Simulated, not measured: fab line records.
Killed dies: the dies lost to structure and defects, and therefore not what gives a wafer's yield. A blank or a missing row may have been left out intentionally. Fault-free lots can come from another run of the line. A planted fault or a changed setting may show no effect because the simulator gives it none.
Chamber matching + flow n5-finfet + rie-diel-01 running N5_BEOL_M0_CUTY_ETCH_63: 4 sister chambers
The step etches SOC in N2/H2, target depth 82.7 nm, overetch 16.5 nm, time 124 s. 14 wafers are shown with their chamber, then 7 later ones without.

## WAFERS WITH THEIR CHAMBER
| wafer  | chamber | showerhead-plenum-p-Torr (Torr) | drypump-motor-current-A (A) | throttle-valve-pct (%) |
|--------|---------|---------------------------------|-----------------------------|------------------------|
| L080.1 | 2       | 2.65                            | 5.7                         | 18.23                  |
| L080.2 | 1       | 2.64                            | 6.5                         | 17.76                  |
| L080.3 | 0       | 2.41                            | 6.2                         | 18.23                  |
| L083.1 | 3       | 2.54                            | 5.7                         | 17.88                  |
| L083.4 | 2       | 2.64                            | 5.7                         | 18.25                  |
| L083.6 | 3       | 2.54                            | 5.8                         | 17.88                  |
| L085.1 | 2       | 2.64                            | 5.7                         | 18.26                  |
| L085.2 | 3       | 2.53                            | 5.8                         | 17.89                  |
| L085.3 | 0       | 2.41                            | 6.3                         | 18.24                  |
| L088.1 | 1       | 2.63                            | 6.6                         | 17.39                  |
| L088.4 | 1       | 2.63                            | 6.6                         | 17.35                  |
| L088.5 | 1       | 2.63                            | 6.5                         | 17.37                  |
| L089.1 | 1       | 2.63                            | 6.5                         | 17.36                  |
| L089.5 | 1       | 2.63                            | 6.6                         | 17.39                  |

SIGNATURES (averages over the wafers above)
| reading                  | chamber 0 | chamber 1 | chamber 2 | chamber 3 | scatter within a chamber |
|--------------------------|-----------|-----------|-----------|-----------|--------------------------|
| showerhead-plenum-p-Torr | 2.4100    | 2.6317    | 2.6433    | 2.5367    | 0.00465                  |
| drypump-motor-current-A  | 6.250     | 6.550     | 5.700     | 5.767     | 0.0516                   |
| throttle-valve-pct       | 18.2350   | 17.4367   | 18.2467   | 17.8833   | 0.113                    |
Rule: distance of a wafer from a chamber = root of the sum over the readings of ((wafer's reading minus chamber's mean) / reading's scatter) squared. The wafer belongs to the nearest chamber; if the next one is less than 2 further off, it can't be placed. The scatter: take each reading less its chamber's mean, square it, sum over the shown wafers, divide by the number of wafers less the number of chambers, and take the root.

## WAFERS WHOSE CHAMBER IS MISSING
| wafer  | showerhead-plenum-p-Torr (Torr) | drypump-motor-current-A (A) | throttle-valve-pct (%) |
|--------|---------------------------------|-----------------------------|------------------------|
| L089.6 | 2.64                            | 5.7                         | 18.27                  |
| L093.1 | 2.72                            | 6.3                         | 17.87                  |
| L093.3 | 2.53                            | 5.7                         | 17.94                  |
| L093.4 | 2.63                            | 6.5                         | 17.40                  |
| L095.2 | 2.72                            | 6.3                         | 17.89                  |
| L095.5 | 2.53                            | 5.7                         | 17.93                  |
| L095.6 | 2.72                            | 6.3                         | 17.88                  |

## EACH ONE'S CHAMBER
| wafer  | from the rows above     | in truth |
|--------|-------------------------|----------|
| L089.6 | 2                       | 2        |
| L093.1 | can't be placed: 1 or 2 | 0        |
| L093.3 | 3                       | 3        |
| L093.4 | 1                       | 1        |
| L095.2 | can't be placed: 1 or 2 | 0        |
| L095.5 | 3                       | 3        |
| L095.6 | can't be placed: 1 or 2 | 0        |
Placed correctly: 4 of 7. From these rows, 3 cannot be placed; in 0 the true chamber is one of the candidates. 0 placed wrongly.
